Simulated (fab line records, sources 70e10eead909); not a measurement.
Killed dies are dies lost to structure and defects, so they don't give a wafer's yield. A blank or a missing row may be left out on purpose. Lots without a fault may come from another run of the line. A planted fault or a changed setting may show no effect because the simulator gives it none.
Chamber matching | flow nand_harc | NHARC_A_M0_PRE_CLEAN_31 on pecvd-03: 3 sister chambers
The step time 12 s. 6 wafers are shown with their chamber, then 7 later ones without.

WAFERS WITH THEIR CHAMBER
wafer  | chamber | heater_power_w (W) | heater_power_outer_w (W)
L080.4 | 0       | 526                | 316
L085.1 | 0       | 515                | 292
L085.2 | 1       | 560                | 302
L094.2 | 1       | 596                | 330
L093.3 | 2       | 549                | 314
L093.4 | 2       | 555                | 318

WAFERS WITHOUT THEIR CHAMBER
wafer  | heater_power_w (W) | heater_power_outer_w (W)
L093.6 | 583                | 321
L097.2 | 542                | 290
L097.4 | 544                | 283
L097.6 | 511                | 294
L096.2 | 551                | 285
L096.3 | 552                | 330
L096.6 | 563                | 334

WHICH CHAMBER EACH WENT THROUGH
wafer  | from the rows above          | in truth
L093.6 | can't be placed: 1 or 2      | 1
L097.2 | can't be placed: 0 or 2 or 1 | 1
L097.4 | can't be placed: 0 or 2 or 1 | 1
L097.6 | 0                            | 0
L096.2 | can't be placed: 2 or 0 or 1 | 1
L096.3 | can't be placed: 2 or 1 or 0 | 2
L096.6 | can't be placed: 2 or 1 or 0 | 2
Placed correctly: 1 of 7. Can't be placed from these rows: 6 (the true chamber is among the candidates in 6). Placed wrongly: 0.
How it was worked out, from the rows above alone: a wafer's distance from a chamber is the root of the sum, over the readings, of the square of ((its reading less the chamber's mean) divided by the reading's scatter). The wafer belongs to the nearest chamber; if the next one is less than 2 further off, it can't be placed. A chamber's mean is the mean of its shown wafers. The scatter: the root of (the sum of the squares of (reading less its chamber's mean) over the shown wafers, divided by (wafers less chambers)).
